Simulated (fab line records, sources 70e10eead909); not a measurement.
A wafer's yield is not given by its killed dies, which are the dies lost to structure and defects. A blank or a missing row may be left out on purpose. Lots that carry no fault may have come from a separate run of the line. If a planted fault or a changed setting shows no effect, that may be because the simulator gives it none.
A lot that was struck, set against a sound lot | flow nandHarc | 43 steps out of a route of 1302
Sound: these wafers, L762.4, L762.5, L762.6. Struck: wafer L776.4 (left out: L776.1, L776.6 of the same lot, which were not struck); the cause appears at the end.
Per side, at each step with rows, come the tool, then ch with its chambers, and then its first start. Under that, the readings that differ: sound wafers | struck wafers | difference of the means | sigmas: that difference in standard deviations of wafers without a fault.
alike: readings whose means differ by less than 2 such deviations, and words and numbers that are the same on both sides. not compared: withheld readings, readings that some wafer has no value for, bounds like >300 that may hide the same value, and numbers for which the record gives no deviation and whose values overlap.
A row with sigmas, a row that says differs or no value, or rows on one side alone: a step with any of these is where the two part. When numbers do not overlap yet have no deviation, they are printed without sigmas and do not part them. A reading missing from all wafers of one side parts the sides only when that side holds two or more wafers.

first, 1 step without rows for these wafers: NHARC_A_CONTACT_ETCH_132 (etches the open film in C4F8/O2/Ar, time 197 s, target depth 1924 nm).
NHARC_A_CONTACT_ETCH_133: etches the open film in C4F8/O2/Ar, time 374 s, target depth 1610 nm.
  sound on harCapEtch-03 ch 0,1, day 21 14:54; struck on harCapEtch-03 ch 1, day 28 14:04
  not compared: rfHoursCounterH
then, 2 steps without rows for these wafers: NHARC_A_CONTACT_ETCH_91 (etches the open film in CH3F/O2, target depth 40 nm, time 85.7 s); NHARC_A_CONTACT_ETCH_97 (etches the open film in C4F6/O2, target depth 20 nm, time 10 s).
NHARC_A_CONTACT_CD_MEAS_80:
  struck on cdSem-02, day 28 15:14; sound on cdSem-01, day 21 15:42
  alike: cdNm
then, 3 steps without rows for these wafers: NHARC_A_CONTACT_STRIP_103 (strips in N2/H2); NHARC_A_CONTACT_STRIP_104 (strips in CF4/CHF3); NHARC_A_CONTACT_STRIP_105 (strips in O2/COS).
NHARC_A_CONTACT_ETCH_106: etches the open film in CF4/O2, target depth 90 nm, overetch 9 nm, time 49.5 s.
  sound on rieDiel-11 ch 0,3, day 21 15:59; struck on rieDiel-03 ch 2, day 28 15:34
reading                  | sound       | struck | difference | sigmas
drypumpMotorCurrentA (A) | 5.8 5.9 4.9 | 6.8    | +1.3       | +3
  alike: cf4FlowSccm, oesProductAu, rfVppV, showerheadPlenumPTorr, throttleValvePct
  not compared: rfHoursCounterH
then, 3 steps without rows for these wafers: NHARC_A_CONTACT_STRIP_82 (strips in O2); NHARC_A_CONTACT_STRIP_83 (strips in post etch residue remover, time 600 s); NHARC_A_CONTACT_DEP_84 (deposits aC, target thk 2800 nm).
NHARC_A_CONTACT_DEP_85: deposits SiON, target thk 60 nm.
  sound on pecvd-04 ch 0,1,2, day 21 19:53; struck on pecvd-03 ch 1, day 28 20:11
  alike: heaterPowerW
then, 10 steps without rows for these wafers: NHARC_A_CONTACT_DEHYDRATE_00 (time 120 s); NHARC_A_CONTACT_HMDS_01 (time 30 s); NHARC_A_CONTACT_COAT_86 (time 75 s); NHARC_A_CONTACT_COAT_87 (time 65 s); NHARC_A_CONTACT_COAT_02 (resist thk 90 nm); NHARC_A_CONTACT_SOFTBAKE_03 (time 55 s); NHARC_A_CONTACT_EBR_04; NHARC_A_CONTACT_EXPOSE_05 (exposes mask A CC); NHARC_A_CONTACT_PEB_06 (peb time 65 s); NHARC_A_CONTACT_DEVELOP_07 (develop time 35 s).
NHARC_A_CONTACT_CD_MEAS_08: the cd target is 200 nm.
  sound on cdSem-01 ch 0, day 21 20:32; struck on cdSem-03 ch 0, day 28 20:45
  alike: cdNm
NHARC_A_CONTACT_OVL_MEAS_09:
  struck on overlay-01, day 28 20:50; sound on overlay-02, day 21 20:37
  alike: overlayXNm, overlayYNm
NHARC_A_CONTACT_INSPECT_10:
  struck on defectInspect-02, day 28 20:52; sound on defectInspect-01, day 21 20:39
  alike: rawDefectCount
then, 9 steps without rows for these wafers: NHARC_A_CONTACT_DESCUM_13 (chemistry O2, time 3 s); NHARC_A_CONTACT_ETCH_88 (etches the open film in CF4, target depth 39 nm, time 65 s); NHARC_A_CONTACT_ETCH_89 (etches the open film in N2/H2, target depth 260 nm, time 475.3 s); NHARC_A_CONTACT_ETCH_30 (etches the open film in CF4/CHF3, target depth 72.6 nm, time 36.3 s); NHARC_A_CONTACT_ETCH_31 (etches the open film in O2/COS, target depth 2800 nm, time 728 s); NHARC_A_CONTACT_ETCH_134 (etches the open film in C4F8/O2/Ar, time 140 s, target depth 700 nm); NHARC_A_CONTACT_ETCH_135 (etches the open film in C4F8/O2/Ar, time 311 s, target depth 1912 nm); NHARC_A_CONTACT_ETCH_136 (etches the open film in C4F8/O2/Ar, time 311 s, target depth 1912 nm); NHARC_A_CONTACT_ETCH_137 (etches the open film in C4F8/O2/Ar, time 311 s, target depth 1912 nm).
NHARC_A_CONTACT_ETCH_138: etches the open film in C4F8/O2/Ar, time 311 s, target depth 1914 nm.
  sound on harCapEtch-02 ch 0,1, day 21 23:18; struck on harCapEtch-02 ch 0, day 29 00:07
  not compared: rfHoursCounterH
NHARC_A_CONTACT_ETCH_139: etches the open film in C4F8/O2/Ar, time 195 s, target depth 840 nm.
  sound on harCapEtch-02 ch 0,1, day 21 23:40; struck on harCapEtch-02 ch 0, day 29 00:23
  not compared: rfHoursCounterH
then, 1 step without rows for these wafers: NHARC_A_CONTACT_ETCH_92 (etches the open film in CH3F/O2, target depth 40 nm, time 85.7 s).
NHARC_A_CONTACT_ETCH_98: etches the open film in C4F6/O2, target depth 20 nm, time 10 s.
  sound: rieDiel-11 ch 2,3; struck: rieDiel-11 ch 3
  alike: drypumpMotorCurrentA, oesProductAu, rfVppV, showerheadPlenumPTorr, throttleValvePct
  not compared: rfHoursCounterH
NHARC_A_CONTACT_CD_MEAS_15:
  struck on cdSem-03, day 29 01:10; sound on cdSem-03, day 22 00:25
reading   | sound             | struck | difference | sigmas
cdNm (nm) | 190.5 191.1 190.5 | 189.3  | -1.4       | -3
then, 2 steps without rows for these wafers: NHARC_A_CONTACT_STRIP_107 (strips in N2/H2); NHARC_A_CONTACT_STRIP_108 (strips in CF4/CHF3).
-- the record jumps here: 4 days lie between the struck wafers' starts before and after (it left off in module A_CONTACT and takes up again in module END, whose first step shown is number 1302 of the route) --
NHARC_END_SORT_01:
  only the struck wafers appear in the record here, on prober-01 ch 0 at day 32 18:38; the sound ones have no rows

WHERE THEY PART
Earliest at NHARC_A_CONTACT_ETCH_106; latest, in this record, at NHARC_END_SORT_01.

WHY: what had been put in by the simulator
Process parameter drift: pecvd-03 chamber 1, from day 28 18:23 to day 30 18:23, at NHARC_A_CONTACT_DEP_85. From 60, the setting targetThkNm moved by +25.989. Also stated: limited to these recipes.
